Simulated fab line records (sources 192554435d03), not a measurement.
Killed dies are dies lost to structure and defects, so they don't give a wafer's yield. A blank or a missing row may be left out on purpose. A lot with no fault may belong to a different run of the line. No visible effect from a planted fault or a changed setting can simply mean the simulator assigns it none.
fab line records || flow n5Finfet
record {"lots": 11, "wafers": 33, "lastDay": 18}
route steps=1938 shown BEOL_M14@1760 BEOL_M15@1788
lots that met no fault: from a run of the same line without faults
startH: hours from the record's opening day to when the first of the lot's shown wafers began || waitH: hours since the lot's step before || " as in the row above || L1.1+2: several wafers, shown together as one row || - either no value or no given start || * or withheld: withheld || < > ~ a bound
route shown NAME@n: NAME is a module with steps in the file, n the number in the route of the first one || usual: mean and standard deviation over wafers with no fault || same: alike in all rows || chamber/n: place in a boat || sites: the reading at each site || _std_site: how widely they spread, as a standard deviation || _edge_site: inner sites' mean taken away from outer sites' mean || radiusMm: how far each site lies from the wafer's centre || mask NAME#n: copy n || behind: the tool/chamber that last shaped the wafer || hold: the reason the lot was held/the length of the hold in hours/how it ended || device: which transistor (n, p or np) failed to switch || end of line: the tests these same wafers got at the end of their route || a step without rows: its recipe alone || killed: the dies lost at the first sort to structure and to defects; this is not the yield of the wafer || map: shows each die of a wafer: x if killed, . if not, _ if none is there
set.NAME: the setting the step ran with; set.NAME@STEP: the setting that earlier step ran with || model.NAME: the simulator's own value behind a step, which no gauge read
the route's steps for a sample of lots (tables are steps, rows are wafers)
services: the hour from which a tool's chamber was out of use, counted from the record's first day as startH (under 0 if before that day), plus the number of hours and why
## steps
# step N5_BEOL_M14_DEGAS_41
# recipe {"ambient": "vacuum", "tempC": 300, "timeS": 60}
# usual {"heaterPowerW": "418/51"}
{"lot.wafer": "L166.2", "tool": "pvdSputter-01", "chamber": "-", "startH": 246.49, "waitH": 0.4, "heaterPowerW": 441}
{"lot.wafer": "L166.3", "tool": "pvdSputter-01", "chamber": "-", "startH": 246.49, "waitH": 0.4, "heaterPowerW": 508}
{"lot.wafer": "L166.4", "tool": "pvdSputter-01", "chamber": "-", "startH": 246.49, "waitH": 0.4, "heaterPowerW": 364}
{"lot.wafer": "L171.1", "tool": "pvdSputter-03", "chamber": "-", "startH": 288.89, "waitH": 0.4, "heaterPowerW": 396}
{"lot.wafer": "L171.3", "tool": "pvdSputter-03", "chamber": "-", "startH": 288.89, "waitH": 0.4, "heaterPowerW": 421}
{"lot.wafer": "L171.5", "tool": "pvdSputter-03", "chamber": "-", "startH": 288.89, "waitH": 0.4, "heaterPowerW": 411}
{"lot.wafer": "L176.1", "tool": "pvdSputter-01", "chamber": "-", "startH": 289.58, "waitH": 0.2, "heaterPowerW": 440}
{"lot.wafer": "L176.3", "tool": "pvdSputter-01", "chamber": "-", "startH": 289.58, "waitH": 0.2, "heaterPowerW": 372}
{"lot.wafer": "L176.6", "tool": "pvdSputter-01", "chamber": "-", "startH": 289.58, "waitH": 0.2, "heaterPowerW": 354}
{"lot.wafer": "L178.3", "tool": "pvdSputter-01", "chamber": "-", "startH": 317.49, "waitH": 0.5, "heaterPowerW": 520}
{"lot.wafer": "L178.4", "tool": "pvdSputter-01", "chamber": "-", "startH": 317.49, "waitH": 0.5, "heaterPowerW": 450}
{"lot.wafer": "L178.5", "tool": "pvdSputter-01", "chamber": "-", "startH": 317.49, "waitH": 0.5, "heaterPowerW": 361}
{"lot.wafer": "L179.1", "tool": "pvdSputter-01", "chamber": "-", "startH": 337.79, "waitH": 0.2, "heaterPowerW": 346}
{"lot.wafer": "L179.4", "tool": "pvdSputter-01", "chamber": "-", "startH": 337.79, "waitH": 0.2, "heaterPowerW": 438}
{"lot.wafer": "L179.5", "tool": "pvdSputter-01", "chamber": "-", "startH": 337.79, "waitH": 0.2, "heaterPowerW": 429}
{"lot.wafer": "L181.1", "tool": "pvdSputter-02", "chamber": "-", "startH": 338.66, "waitH": 0.3, "heaterPowerW": 459}
{"lot.wafer": "L181.2", "tool": "pvdSputter-02", "chamber": "-", "startH": 338.66, "waitH": 0.3, "heaterPowerW": 473}
{"lot.wafer": "L181.4", "tool": "pvdSputter-02", "chamber": "-", "startH": 338.66, "waitH": 0.3, "heaterPowerW": 436}
{"lot.wafer": "L182.1", "tool": "pvdSputter-01", "chamber": "-", "startH": 340.83, "waitH": 0.4, "heaterPowerW": 350}
{"lot.wafer": "L182.2", "tool": "pvdSputter-01", "chamber": "-", "startH": 340.83, "waitH": 0.4, "heaterPowerW": 366}
{"lot.wafer": "L182.3", "tool": "pvdSputter-01", "chamber": "-", "startH": 340.83, "waitH": 0.4, "heaterPowerW": 434}
{"lot.wafer": "L187.1", "tool": "pvdSputter-03", "chamber": "-", "startH": 357.28, "waitH": 0.7, "heaterPowerW": 411}
{"lot.wafer": "L187.2", "tool": "pvdSputter-03", "chamber": "-", "startH": 357.28, "waitH": 0.7, "heaterPowerW": 412}
{"lot.wafer": "L187.3", "tool": "pvdSputter-03", "chamber": "-", "startH": 357.28, "waitH": 0.7, "heaterPowerW": 360}
{"lot.wafer": "L185.1", "tool": "pvdSputter-03", "chamber": "-", "startH": 362.16, "waitH": 0.5, "heaterPowerW": 430}
{"lot.wafer": "L185.4", "tool": "pvdSputter-03", "chamber": "-", "startH": 362.16, "waitH": 0.5, "heaterPowerW": 437}
{"lot.wafer": "L185.6", "tool": "pvdSputter-03", "chamber": "-", "startH": 362.16, "waitH": 0.5, "heaterPowerW": 456}
{"lot.wafer": "L188.1", "tool": "pvdSputter-03", "chamber": "-", "startH": 380.50, "waitH": 0.4, "heaterPowerW": 395}
{"lot.wafer": "L188.3", "tool": "pvdSputter-03", "chamber": "-", "startH": 380.50, "waitH": 0.4, "heaterPowerW": 366}
{"lot.wafer": "L188.4", "tool": "pvdSputter-03", "chamber": "-", "startH": 380.50, "waitH": 0.4, "heaterPowerW": 413}
{"lot.wafer": "L183.3", "tool": "pvdSputter-01", "chamber": "-", "startH": 399.85, "waitH": 0.3, "heaterPowerW": 516}
{"lot.wafer": "L183.4", "tool": "pvdSputter-01", "chamber": "-", "startH": 399.85, "waitH": 0.3, "heaterPowerW": 352}
{"lot.wafer": "L183.6", "tool": "pvdSputter-01", "chamber": "-", "startH": 399.85, "waitH": 0.3, "heaterPowerW": 368}
# step N5_BEOL_M14_SPUTTER_44
# recipe {"material": "Ta", "targetThkA": 150, "tempC": 50, "biasV": 80, "powerW": 15000, "chamberPressurePa": 0.07, "timeS": 24.19}
# usual {"throttleValvePct": "30.3/1.1"}
{"lot.wafer": "L166.2", "tool": "pvdSputter-01", "chamber": "-", "startH": 246.65, "waitH": 0.0, "throttleValvePct": 29.7}
{"lot.wafer": "L166.3", "tool": "pvdSputter-01", "chamber": "-", "startH": 246.65, "waitH": 0.0, "throttleValvePct": 30.3}
{"lot.wafer": "L166.4", "tool": "pvdSputter-01", "chamber": "-", "startH": 246.65, "waitH": 0.0, "throttleValvePct": 29.4}
{"lot.wafer": "L171.1", "tool": "pvdSputter-03", "chamber": "-", "startH": 289.05, "waitH": 0.0, "throttleValvePct": 29.0}
{"lot.wafer": "L171.3", "tool": "pvdSputter-03", "chamber": "-", "startH": 289.05, "waitH": 0.0, "throttleValvePct": 30.2}
{"lot.wafer": "L171.5", "tool": "pvdSputter-03", "chamber": "-", "startH": 289.05, "waitH": 0.0, "throttleValvePct": 30.1}
{"lot.wafer": "L176.1", "tool": "pvdSputter-01", "chamber": "-", "startH": 289.74, "waitH": 0.0, "throttleValvePct": 30.0}
{"lot.wafer": "L176.3", "tool": "pvdSputter-01", "chamber": "-", "startH": 289.74, "waitH": 0.0, "throttleValvePct": 29.1}
{"lot.wafer": "L176.6", "tool": "pvdSputter-01", "chamber": "-", "startH": 289.74, "waitH": 0.0, "throttleValvePct": 30.3}
{"lot.wafer": "L178.3", "tool": "pvdSputter-01", "chamber": "-", "startH": 317.65, "waitH": 0.0, "throttleValvePct": 30.4}
{"lot.wafer": "L178.4", "tool": "pvdSputter-01", "chamber": "-", "startH": 317.65, "waitH": 0.0, "throttleValvePct": 29.9}
{"lot.wafer": "L178.5", "tool": "pvdSputter-01", "chamber": "-", "startH": 317.65, "waitH": 0.0, "throttleValvePct": 30.3}
{"lot.wafer": "L179.1", "tool": "pvdSputter-01", "chamber": "-", "startH": 337.95, "waitH": 0.0, "throttleValvePct": 30.4}
{"lot.wafer": "L179.4", "tool": "pvdSputter-01", "chamber": "-", "startH": 337.95, "waitH": 0.0, "throttleValvePct": 30.0}
{"lot.wafer": "L179.5", "tool": "pvdSputter-01", "chamber": "-", "startH": 337.95, "waitH": 0.0, "throttleValvePct": 30.1}
{"lot.wafer": "L181.1", "tool": "pvdSputter-02", "chamber": "-", "startH": 338.82, "waitH": 0.0, "throttleValvePct": 30.1}
{"lot.wafer": "L181.2", "tool": "pvdSputter-02", "chamber": "-", "startH": 338.82, "waitH": 0.0, "throttleValvePct": 30.7}
{"lot.wafer": "L181.4", "tool": "pvdSputter-02", "chamber": "-", "startH": 338.82, "waitH": 0.0, "throttleValvePct": 28.2}
{"lot.wafer": "L182.1", "tool": "pvdSputter-01", "chamber": "-", "startH": 340.99, "waitH": 0.0, "throttleValvePct": 30.1}
{"lot.wafer": "L182.2", "tool": "pvdSputter-01", "chamber": "-", "startH": 340.99, "waitH": 0.0, "throttleValvePct": 29.2}
{"lot.wafer": "L182.3", "tool": "pvdSputter-01", "chamber": "-", "startH": 340.99, "waitH": 0.0, "throttleValvePct": 30.0}
{"lot.wafer": "L187.1", "tool": "pvdSputter-03", "chamber": "-", "startH": 357.44, "waitH": 0.0, "throttleValvePct": 29.0}
{"lot.wafer": "L187.2", "tool": "pvdSputter-03", "chamber": "-", "startH": 357.44, "waitH": 0.0, "throttleValvePct": 30.2}
{"lot.wafer": "L187.3", "tool": "pvdSputter-03", "chamber": "-", "startH": 357.44, "waitH": 0.0, "throttleValvePct": 32.7}
{"lot.wafer": "L185.1", "tool": "pvdSputter-03", "chamber": "-", "startH": 362.32, "waitH": 0.0, "throttleValvePct": 29.9}
{"lot.wafer": "L185.4", "tool": "pvdSputter-03", "chamber": "-", "startH": 362.32, "waitH": 0.0, "throttleValvePct": 31.6}
{"lot.wafer": "L185.6", "tool": "pvdSputter-03", "chamber": "-", "startH": 362.32, "waitH": 0.0, "throttleValvePct": 32.3}
{"lot.wafer": "L188.1", "tool": "pvdSputter-03", "chamber": "-", "startH": 380.66, "waitH": 0.0, "throttleValvePct": 28.9}
{"lot.wafer": "L188.3", "tool": "pvdSputter-03", "chamber": "-", "startH": 380.66, "waitH": 0.0, "throttleValvePct": 32.7}
{"lot.wafer": "L188.4", "tool": "pvdSputter-03", "chamber": "-", "startH": 380.66, "waitH": 0.0, "throttleValvePct": 29.8}
{"lot.wafer": "L183.3", "tool": "pvdSputter-01", "chamber": "-", "startH": 400.01, "waitH": 0.0, "throttleValvePct": 30.3}
{"lot.wafer": "L183.4", "tool": "pvdSputter-01", "chamber": "-", "startH": 400.01, "waitH": 0.0, "throttleValvePct": 30.2}
{"lot.wafer": "L183.6", "tool": "pvdSputter-01", "chamber": "-", "startH": 400.01, "waitH": 0.0, "throttleValvePct": 29.3}
# step N5_BEOL_M15_VIA_ETCH_16
# recipe {"chemistry": "C4F8/O2/Ar", "target": "SiO2", "heInnerTorr": 15, "heOuterTorr": 30, "targetDepthA": 17922, "timeS": "withheld", "ionEnergyEv": 800, "pressureMtorr": 20, "sourceW": 1905, "biasW": 2040, "Ar_flow_sccm": 400, "C4F8_flow_sccm": 16, "O2_flow_sccm": 12, "ends": "cleared"}
# usual {"chamberPressureMTorr": "20.000/0.017", "drypumpMotorCurrentA": "5.8/0.41", "oesProductAu": "0.70/0.061", "rfVppV": "2210/21", "showerheadPlenumPTorr": "3.45/0.13", "throttleValvePct": "30.90/0.24"}
{"lot.wafer": "L166.2", "tool": "rieDiel-03", "chamber": 0, "startH": 248.94, "waitH": 0.0, "chamberPressureMTorr": 19.987, "drypumpMotorCurrentA": 5.4, "oesProductAu": 0.68, "rfVppV": 2231, "showerheadPlenumPTorr": 3.43, "throttleValvePct": 31.03}
{"lot.wafer": "L166.3", "tool": "rieDiel-03", "chamber": 3, "startH": 248.94, "waitH": 0.0, "chamberPressureMTorr": 19.984, "drypumpMotorCurrentA": 6.1, "oesProductAu": 0.81, "rfVppV": 2224, "showerheadPlenumPTorr": 3.65, "throttleValvePct": 31.16}
{"lot.wafer": "L166.4", "tool": "rieDiel-03", "chamber": 2, "startH": 248.94, "waitH": 0.0, "chamberPressureMTorr": 19.979, "drypumpMotorCurrentA": 6.2, "oesProductAu": 0.74, "rfVppV": 2223, "showerheadPlenumPTorr": 3.46, "throttleValvePct": 30.63}
{"lot.wafer": "L171.1", "tool": "rieDiel-03", "chamber": 1, "startH": 291.05, "waitH": 0.0, "chamberPressureMTorr": 20.014, "drypumpMotorCurrentA": 6.0, "oesProductAu": 0.63, "rfVppV": 2175, "showerheadPlenumPTorr": 3.27, "throttleValvePct": 30.89}
{"lot.wafer": "L171.3", "tool": "rieDiel-03", "chamber": 0, "startH": 291.05, "waitH": 0.0, "chamberPressureMTorr": 19.989, "drypumpMotorCurrentA": 5.4, "oesProductAu": 0.66, "rfVppV": 2229, "showerheadPlenumPTorr": 3.43, "throttleValvePct": 31.01}
{"lot.wafer": "L171.5", "tool": "rieDiel-03", "chamber": 3, "startH": 291.05, "waitH": 0.0, "chamberPressureMTorr": 19.990, "drypumpMotorCurrentA": 6.1, "oesProductAu": 0.79, "rfVppV": 2223, "showerheadPlenumPTorr": 3.64, "throttleValvePct": 31.16}
{"lot.wafer": "L176.1", "tool": "rieDiel-05", "chamber": 0, "startH": 291.76, "waitH": 0.0, "chamberPressureMTorr": 19.983, "drypumpMotorCurrentA": 6.3, "oesProductAu": 0.74, "rfVppV": 2221, "showerheadPlenumPTorr": 3.34, "throttleValvePct": 31.21}
{"lot.wafer": "L176.3", "tool": "rieDiel-05", "chamber": 1, "startH": 291.76, "waitH": 0.0, "chamberPressureMTorr": 20.035, "drypumpMotorCurrentA": 5.3, "oesProductAu": 0.75, "rfVppV": 2214, "showerheadPlenumPTorr": 3.61, "throttleValvePct": 30.78}
{"lot.wafer": "L176.6", "tool": "rieDiel-05", "chamber": 1, "startH": 291.76, "waitH": 0.0, "chamberPressureMTorr": 19.999, "drypumpMotorCurrentA": 5.3, "oesProductAu": 0.76, "rfVppV": 2213, "showerheadPlenumPTorr": 3.61, "throttleValvePct": 30.76}
{"lot.wafer": "L178.3", "tool": "rieDiel-03", "chamber": 0, "startH": 320.21, "waitH": 0.0, "chamberPressureMTorr": 19.995, "drypumpMotorCurrentA": 5.4, "oesProductAu": 0.64, "rfVppV": 2229, "showerheadPlenumPTorr": 3.42, "throttleValvePct": 31.02}
{"lot.wafer": "L178.4", "tool": "rieDiel-03", "chamber": 3, "startH": 320.21, "waitH": 0.0, "chamberPressureMTorr": 19.988, "drypumpMotorCurrentA": 6.1, "oesProductAu": 0.78, "rfVppV": 2224, "showerheadPlenumPTorr": 3.63, "throttleValvePct": 31.19}
{"lot.wafer": "L178.5", "tool": "rieDiel-03", "chamber": 1, "startH": 320.21, "waitH": 0.0, "chamberPressureMTorr": 19.998, "drypumpMotorCurrentA": 6.0, "oesProductAu": 0.63, "rfVppV": 2175, "showerheadPlenumPTorr": 3.27, "throttleValvePct": 30.90}
{"lot.wafer": "L179.1", "tool": "rieDiel-03", "chamber": 3, "startH": 340.09, "waitH": 0.0, "chamberPressureMTorr": 20.013, "drypumpMotorCurrentA": 6.1, "oesProductAu": 0.76, "rfVppV": 2223, "showerheadPlenumPTorr": 3.63, "throttleValvePct": 31.19}
{"lot.wafer": "L179.4", "tool": "rieDiel-03", "chamber": 1, "startH": 340.09, "waitH": 0.0, "chamberPressureMTorr": 20.026, "drypumpMotorCurrentA": 6.0, "oesProductAu": 0.62, "rfVppV": 2175, "showerheadPlenumPTorr": 3.26, "throttleValvePct": 30.89}
{"lot.wafer": "L179.5", "tool": "rieDiel-03", "chamber": 3, "startH": 340.09, "waitH": 0.0, "chamberPressureMTorr": 19.964, "drypumpMotorCurrentA": 6.1, "oesProductAu": 0.76, "rfVppV": 2222, "showerheadPlenumPTorr": 3.63, "throttleValvePct": 31.18}
{"lot.wafer": "L181.1", "tool": "rieDiel-03", "chamber": 3, "startH": 341.51, "waitH": 0.0, "chamberPressureMTorr": 19.984, "drypumpMotorCurrentA": 6.1, "oesProductAu": 0.77, "rfVppV": 2221, "showerheadPlenumPTorr": 3.63, "throttleValvePct": 31.20}
{"lot.wafer": "L181.2", "tool": "rieDiel-03", "chamber": 1, "startH": 341.51, "waitH": 0.0, "chamberPressureMTorr": 20.003, "drypumpMotorCurrentA": 6.0, "oesProductAu": 0.62, "rfVppV": 2173, "showerheadPlenumPTorr": 3.26, "throttleValvePct": 30.88}
{"lot.wafer": "L181.4", "tool": "rieDiel-03", "chamber": 0, "startH": 341.51, "waitH": 0.0, "chamberPressureMTorr": 19.988, "drypumpMotorCurrentA": 5.4, "oesProductAu": 0.65, "rfVppV": 2228, "showerheadPlenumPTorr": 3.41, "throttleValvePct": 31.04}
{"lot.wafer": "L182.1", "tool": "rieDiel-05", "chamber": 3, "startH": 342.96, "waitH": 0.0, "chamberPressureMTorr": 19.996, "drypumpMotorCurrentA": 5.3, "oesProductAu": 0.81, "rfVppV": 2200, "showerheadPlenumPTorr": 3.38, "throttleValvePct": 30.55}
{"lot.wafer": "L182.2", "tool": "rieDiel-05", "chamber": 1, "startH": 342.96, "waitH": 0.0, "chamberPressureMTorr": 20.012, "drypumpMotorCurrentA": 5.4, "oesProductAu": 0.72, "rfVppV": 2214, "showerheadPlenumPTorr": 3.59, "throttleValvePct": 30.77}
{"lot.wafer": "L182.3", "tool": "rieDiel-05", "chamber": 0, "startH": 342.96, "waitH": 0.0, "chamberPressureMTorr": 19.986, "drypumpMotorCurrentA": 6.3, "oesProductAu": 0.72, "rfVppV": 2220, "showerheadPlenumPTorr": 3.33, "throttleValvePct": 31.24}
{"lot.wafer": "L187.1", "tool": "rieDiel-04", "chamber": 1, "startH": 359.46, "waitH": 0.0, "chamberPressureMTorr": 20.006, "drypumpMotorCurrentA": 5.4, "oesProductAu": 0.72, "rfVppV": 2176, "showerheadPlenumPTorr": 3.34, "throttleValvePct": 31.45}
{"lot.wafer": "L187.2", "tool": "rieDiel-04", "chamber": 0, "startH": 359.46, "waitH": 0.0, "chamberPressureMTorr": 19.993, "drypumpMotorCurrentA": 6.3, "oesProductAu": 0.64, "rfVppV": 2207, "showerheadPlenumPTorr": 3.39, "throttleValvePct": 30.67}
{"lot.wafer": "L187.3", "tool": "rieDiel-04", "chamber": 2, "startH": 359.46, "waitH": 0.0, "chamberPressureMTorr": 20.019, "drypumpMotorCurrentA": 4.8, "oesProductAu": 0.64, "rfVppV": 2213, "showerheadPlenumPTorr": 3.54, "throttleValvePct": 30.63}
{"lot.wafer": "L185.1", "tool": "rieDiel-04", "chamber": 3, "startH": 364.22, "waitH": 0.0, "chamberPressureMTorr": 19.993, "drypumpMotorCurrentA": 6.0, "oesProductAu": 0.64, "rfVppV": 2175, "showerheadPlenumPTorr": 3.27, "throttleValvePct": 30.76}
{"lot.wafer": "L185.4", "tool": "rieDiel-04", "chamber": 1, "startH": 364.22, "waitH": 0.0, "chamberPressureMTorr": 19.992, "drypumpMotorCurrentA": 5.3, "oesProductAu": 0.72, "rfVppV": 2175, "showerheadPlenumPTorr": 3.34, "throttleValvePct": 31.43}
{"lot.wafer": "L185.6", "tool": "rieDiel-04", "chamber": 2, "startH": 364.22, "waitH": 0.0, "chamberPressureMTorr": 19.988, "drypumpMotorCurrentA": 4.8, "oesProductAu": 0.63, "rfVppV": 2215, "showerheadPlenumPTorr": 3.53, "throttleValvePct": 30.63}
{"lot.wafer": "L188.1", "tool": "rieDiel-05", "chamber": 2, "startH": 382.73, "waitH": 0.0, "chamberPressureMTorr": 20.028, "drypumpMotorCurrentA": 5.4, "oesProductAu": 0.71, "rfVppV": 2232, "showerheadPlenumPTorr": 3.57, "throttleValvePct": 30.83}
{"lot.wafer": "L188.3", "tool": "rieDiel-05", "chamber": 1, "startH": 382.73, "waitH": 0.0, "chamberPressureMTorr": 20.029, "drypumpMotorCurrentA": 5.4, "oesProductAu": 0.71, "rfVppV": 2214, "showerheadPlenumPTorr": 3.59, "throttleValvePct": 30.80}
{"lot.wafer": "L188.4", "tool": "rieDiel-05", "chamber": 0, "startH": 382.73, "waitH": 0.0, "chamberPressureMTorr": 19.973, "drypumpMotorCurrentA": 6.3, "oesProductAu": 0.71, "rfVppV": 2221, "showerheadPlenumPTorr": 3.32, "throttleValvePct": 31.24}
{"lot.wafer": "L183.3", "tool": "rieDiel-05", "chamber": 0, "startH": 402.67, "waitH": 0.0, "chamberPressureMTorr": 20.011, "drypumpMotorCurrentA": 6.3, "oesProductAu": 0.70, "rfVppV": 2219, "showerheadPlenumPTorr": 3.32, "throttleValvePct": 31.26}
{"lot.wafer": "L183.4", "tool": "rieDiel-05", "chamber": 1, "startH": 402.67, "waitH": 0.0, "chamberPressureMTorr": 20.001, "drypumpMotorCurrentA": 5.4, "oesProductAu": 0.70, "rfVppV": 2213, "showerheadPlenumPTorr": 3.58, "throttleValvePct": 30.83}
{"lot.wafer": "L183.6", "tool": "rieDiel-05", "chamber": 2, "startH": 402.67, "waitH": 0.0, "chamberPressureMTorr": 20.011, "drypumpMotorCurrentA": 5.5, "oesProductAu": 0.70, "rfVppV": 2232, "showerheadPlenumPTorr": 3.56, "throttleValvePct": 30.83}
# step N5_BEOL_M15_STRIP_65
# recipe {"chemistry": "postEtchResidueRemover", "timeS": 60, "tempC": 25, "removerPh": "withheld", "removerWaterWtPct": "withheld", "removerFluorideWtPct": "withheld"}
# usual {"runLengthS": "68.0/2.4", "tempC": "24.99/0.11"}
{"lot.wafer": "L166.2", "tool": "wetBench-02", "chamber": 3, "startH": 249.29, "waitH": "-", "runLengthS": 72.6, "tempC": 24.97}
{"lot.wafer": "L166.3", "tool": "wetBench-02", "chamber": 2, "startH": 249.29, "waitH": "-", "runLengthS": 72.0, "tempC": 25.17}
{"lot.wafer": "L166.4", "tool": "wetBench-02", "chamber": 6, "startH": 249.29, "waitH": "-", "runLengthS": 72.4, "tempC": 25.17}
{"lot.wafer": "L171.1", "tool": "wetBench-05", "chamber": 7, "startH": 291.40, "waitH": "-", "runLengthS": "-", "tempC": "-"}
{"lot.wafer": "L171.3", "tool": "wetBench-05", "chamber": 1, "startH": 291.40, "waitH": "-", "runLengthS": "-", "tempC": "-"}
{"lot.wafer": "L171.5", "tool": "wetBench-05", "chamber": 5, "startH": 291.40, "waitH": "-", "runLengthS": "-", "tempC": "-"}
{"lot.wafer": "L176.1", "tool": "wetBench-05", "chamber": 3, "startH": 292.11, "waitH": "-", "runLengthS": "-", "tempC": "-"}
{"lot.wafer": "L176.3", "tool": "wetBench-05", "chamber": 7, "startH": 292.11, "waitH": "-", "runLengthS": "-", "tempC": "-"}
{"lot.wafer": "L176.6", "tool": "wetBench-05", "chamber": 4, "startH": 292.11, "waitH": "-", "runLengthS": "-", "tempC": "-"}
{"lot.wafer": "L178.3", "tool": "wetBench-03", "chamber": 6, "startH": 320.57, "waitH": "-", "runLengthS": 66.6, "tempC": 24.83}
{"lot.wafer": "L178.4", "tool": "wetBench-03", "chamber": 2, "startH": 320.57, "waitH": "-", "runLengthS": 65.7, "tempC": 24.91}
{"lot.wafer": "L178.5", "tool": "wetBench-03", "chamber": 3, "startH": 320.57, "waitH": "-", "runLengthS": 67.1, "tempC": 24.83}
{"lot.wafer": "L179.1", "tool": "wetBench-02", "chamber": 1, "startH": 340.44, "waitH": "-", "runLengthS": 66.4, "tempC": 25.09}
{"lot.wafer": "L179.4", "tool": "wetBench-02", "chamber": 2, "startH": 340.44, "waitH": "-", "runLengthS": 65.9, "tempC": 24.91}
{"lot.wafer": "L179.5", "tool": "wetBench-02", "chamber": 0, "startH": 340.44, "waitH": "-", "runLengthS": 68.0, "tempC": 24.86}
{"lot.wafer": "L181.1", "tool": "wetBench-03", "chamber": 2, "startH": 341.86, "waitH": "-", "runLengthS": 66.8, "tempC": 24.86}
{"lot.wafer": "L181.2", "tool": "wetBench-03", "chamber": 7, "startH": 341.86, "waitH": "-", "runLengthS": 67.3, "tempC": 25.06}
{"lot.wafer": "L181.4", "tool": "wetBench-03", "chamber": 3, "startH": 341.86, "waitH": "-", "runLengthS": 67.8, "tempC": 25.25}
{"lot.wafer": "L182.1", "tool": "wetBench-02", "chamber": 3, "startH": 343.32, "waitH": "-", "runLengthS": 65.9, "tempC": 24.96}
{"lot.wafer": "L182.2", "tool": "wetBench-02", "chamber": 2, "startH": 343.32, "waitH": "-", "runLengthS": 66.9, "tempC": 24.93}
{"lot.wafer": "L182.3", "tool": "wetBench-02", "chamber": 7, "startH": 343.32, "waitH": "-", "runLengthS": 67.9, "tempC": 24.95}
{"lot.wafer": "L187.1", "tool": "wetBench-05", "chamber": 5, "startH": 359.81, "waitH": "-", "runLengthS": 66.7, "tempC": 25.06}
{"lot.wafer": "L187.2", "tool": "wetBench-05", "chamber": 3, "startH": 359.81, "waitH": "-", "runLengthS": 68.3, "tempC": 24.91}
{"lot.wafer": "L187.3", "tool": "wetBench-05", "chamber": 0, "startH": 359.81, "waitH": "-", "runLengthS": 66.7, "tempC": 24.80}
{"lot.wafer": "L185.1", "tool": "wetBench-03", "chamber": 7, "startH": 364.57, "waitH": "-", "runLengthS": 72.9, "tempC": 24.97}
{"lot.wafer": "L185.4", "tool": "wetBench-03", "chamber": 2, "startH": 364.57, "waitH": "-", "runLengthS": 72.4, "tempC": 25.08}
{"lot.wafer": "L185.6", "tool": "wetBench-03", "chamber": 5, "startH": 364.57, "waitH": "-", "runLengthS": 73.1, "tempC": 24.97}
{"lot.wafer": "L188.1", "tool": "wetBench-03", "chamber": 2, "startH": 383.08, "waitH": "-", "runLengthS": 65.7, "tempC": 25.06}
{"lot.wafer": "L188.3", "tool": "wetBench-03", "chamber": 0, "startH": 383.08, "waitH": "-", "runLengthS": 67.4, "tempC": 25.10}
{"lot.wafer": "L188.4", "tool": "wetBench-03", "chamber": 6, "startH": 383.08, "waitH": "-", "runLengthS": 67.1, "tempC": 24.94}
{"lot.wafer": "L183.3", "tool": "wetBench-05", "chamber": 3, "startH": 403.03, "waitH": "-", "runLengthS": 67.5, "tempC": 25.04}
{"lot.wafer": "L183.4", "tool": "wetBench-05", "chamber": 4, "startH": 403.03, "waitH": "-", "runLengthS": 65.9, "tempC": 24.72}
{"lot.wafer": "L183.6", "tool": "wetBench-05", "chamber": 0, "startH": 403.03, "waitH": "-", "runLengthS": 66.6, "tempC": 24.85}
## services
{"tool": "rieDiel-05", "chamber": 3, "startH": 242.10, "hours": "-", "kind": "clean"}
{"tool": "rieDiel-05", "chamber": 3, "startH": 242.10, "hours": "-", "kind": "consumableReplace:focusRing"}
{"tool": "rieDiel-05", "chamber": 3, "startH": 242.10, "hours": 27.1, "kind": "scheduledDown"}
{"tool": "rieDiel-05", "chamber": 3, "startH": 242.10, "hours": 27.1, "kind": "ventCycle"}
{"tool": "rieDiel-05", "chamber": 1, "startH": 245.40, "hours": 1.7, "kind": "repair"}
{"tool": "rieDiel-04", "chamber": 2, "startH": 270.32, "hours": 2.7, "kind": "repair"}
{"tool": "rieDiel-04", "chamber": 2, "startH": 293.38, "hours": 3.7, "kind": "repair"}
{"tool": "pvdSputter-03", "chamber": "-", "startH": 340.49, "hours": 2.0, "kind": "repair"}
{"tool": "rieDiel-03", "chamber": 1, "startH": 352.01, "hours": "-", "kind": "clean"}
{"tool": "rieDiel-03", "chamber": 1, "startH": 352.01, "hours": "-", "kind": "consumableReplace:focusRing"}
{"tool": "rieDiel-03", "chamber": 1, "startH": 352.01, "hours": "-", "kind": "consumableReplace:showerhead"}
{"tool": "rieDiel-03", "chamber": 1, "startH": 352.01, "hours": 10.5, "kind": "scheduledDown"}
{"tool": "rieDiel-03", "chamber": 1, "startH": 352.01, "hours": 10.5, "kind": "ventCycle"}
{"tool": "rieDiel-03", "chamber": "-", "startH": 370.21, "hours": 10.0, "kind": "pm"}
{"tool": "rieDiel-04", "chamber": 2, "startH": 373.47, "hours": 3.8, "kind": "repair"}
{"tool": "pvdSputter-01", "chamber": "-", "startH": 402.01, "hours": 2.4, "kind": "repair"}
## key
firstSign {"step": "N5_BEOL_M15_STRIP_65", "reading": "toolRecord", "direction": "missing"}
effect none on later readings
metAt N5_BEOL_M15_STRIP_65
struckLots L171,L176
notActingAt N5_BEOL_M14_DEGAS_41,N5_BEOL_M14_SPUTTER_44,N5_BEOL_M15_VIA_ETCH_16
fault {"kind": "skippedStepWhole", "tool": "wetBench-05", "chamber": "-", "onsetH": 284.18, "steps": "N5_BEOL_M15_STRIP_65", "scope": "struckLotsOnly"}
